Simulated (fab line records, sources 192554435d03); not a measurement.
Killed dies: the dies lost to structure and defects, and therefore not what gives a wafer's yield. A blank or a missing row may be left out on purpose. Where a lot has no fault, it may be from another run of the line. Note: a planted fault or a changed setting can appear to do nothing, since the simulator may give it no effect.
Split-lot experiment + flow n5_finfet + on a route of 1938 steps: 7 lots, 21 wafers read

== ON THE SPLIT ==
At N5_HKMG_FIN_PEB_10 (peb time 60 s), the setting peb_time_s was moved away from the recipe's 60 s on 7 of the 21 wafers read, by -15.8% to +17.5%. This setting was run at the recipe's value on the other wafers.

== BETWEEN THE SPLIT AND THE READING: the file shows 1 step in between ==
- N5_HKMG_FIN_DEVELOP_11: develop time 30 s

== THE READING ==
Shown in nm: cd_nm at N5_HKMG_FIN_CD_MEAS_12, with target cd 92.8 nm. A value of 92.8 nm with a standard deviation of 0.62 nm is what fault-free wafers of this fab line usually give.

| wafer  | tool, chamber at the split | peb_time_s as run, s | against the recipe | cd_nm, nm | against lot-mates on the recipe |
|--------|----------------------------|----------------------|--------------------|-----------|---------------------------------|
| L079.2 | litho_track-03, 0          | 60                   | recipe             | 92.1      | -                               |
| L079.3 | litho_track-03, 0          | 67.77                | +12.9%             | 97.0      | +4.5                            |
| L079.4 | litho_track-03, 0          | 60                   | recipe             | 92.9      | -                               |
| L084.2 | litho_track-05, 0          | 60                   | recipe             | 92.2      | -                               |
| L084.3 | litho_track-05, 0          | 63.4                 | +5.7%              | 94.2      | +2.0                            |
| L084.5 | litho_track-05, 0          | 63.4                 | +5.7%              | 93.9      | +1.7                            |
| L089.3 | litho_track-04, 0          | 54.83                | -8.6%              | 90.1      | -3.6                            |
| L089.5 | litho_track-04, 0          | 60                   | recipe             | 93.7      | -                               |
| L089.6 | litho_track-04, 0          | 54.83                | -8.6%              | 89.9      | -3.8                            |
| L093.1 | litho_track-03, 0          | 60                   | recipe             | 93.1      | -                               |
| L093.4 | litho_track-03, 0          | 60                   | recipe             | 91.6      | -                               |
| L093.6 | litho_track-03, 0          | 70.5                 | +17.5%             | 97.9      | +5.6                            |
| L092.1 | litho_track-04, 0          | 60                   | recipe             | 92.0      | -                               |
| L092.2 | litho_track-04, 0          | 60                   | recipe             | 91.8      | -                               |
| L092.5 | litho_track-04, 0          | 60                   | recipe             | 92.3      | -                               |
| L096.2 | litho_track-05, 0          | 60                   | recipe             | 92.1      | -                               |
| L096.3 | litho_track-05, 0          | 60                   | recipe             | 91.7      | -                               |
| L096.5 | litho_track-05, 0          | 50.53                | -15.8%             | 86.7      | -5.2                            |
| L097.1 | litho_track-05, 0          | 60                   | recipe             | 92.8      | -                               |
| L097.4 | litho_track-05, 0          | 60                   | recipe             | 92.0      | -                               |
| L097.6 | litho_track-05, 0          | 60                   | recipe             | 92.9      | -                               |

THE FIT
A straight line over all 21 wafers: cd_nm changes by +0.327 nm for each +1% of peb_time_s; r = +0.97; the points scatter about the line by 0.55 nm.
The same after taking each lot's own level away (the mean of its wafers on the recipe; 21 wafers): +0.345 nm for each +1%; r = +0.98; scatter 0.42 nm.
Per that fit: largest peb_time_s move, reading shift of 6 nm.
The lots' own levels span 91.90 to 93.70 nm, that is 2.9 times the standard deviation above.
Hence the lot-to-lot level has little effect on the slope; both slopes agree.
Check: with one of the wafers moved furthest among these (+17.5%) left out of the fit, the line predicts +6.18 nm for it against its lot-mates. Against them it came out at +5.55 nm.

== THE OTHER SPLITS THESE WAFERS WENT THROUGH ==
Before the reading, these wafers also passed through other splits. Each is held against what the fit with the lots' levels taken away leaves over:
| other split on the same wafers     | wafers away from the commonest value | r with cd_nm (lot level and that fit taken away) |
|------------------------------------|--------------------------------------|--------------------------------------------------|
| N5_WELL_APT_EXPOSE_05 dose_mj      | 10                                   | -0.12                                            |
| N5_FIN_CUT_CUT_ETCH_26 source_w    | 7                                    | -0.48                                            |
| N5_DUMMY_GATE_COAT_34 spin_rpm     | 7                                    | -0.10                                            |
| N5_DUMMY_GATE_COAT_28 spin_rpm     | 8                                    | -0.11                                            |
| N5_SD_EPI_N_ETCH_16 target_depth_a | 5                                    | -0.12                                            |
| N5_SD_EPI_N_EPI_21 time_s          | 12                                   | -0.25                                            |

== FILE'S OWN FIT ==
cd_nm changes by +0.339 nm for each +1% of peb_time_s, r = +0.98.
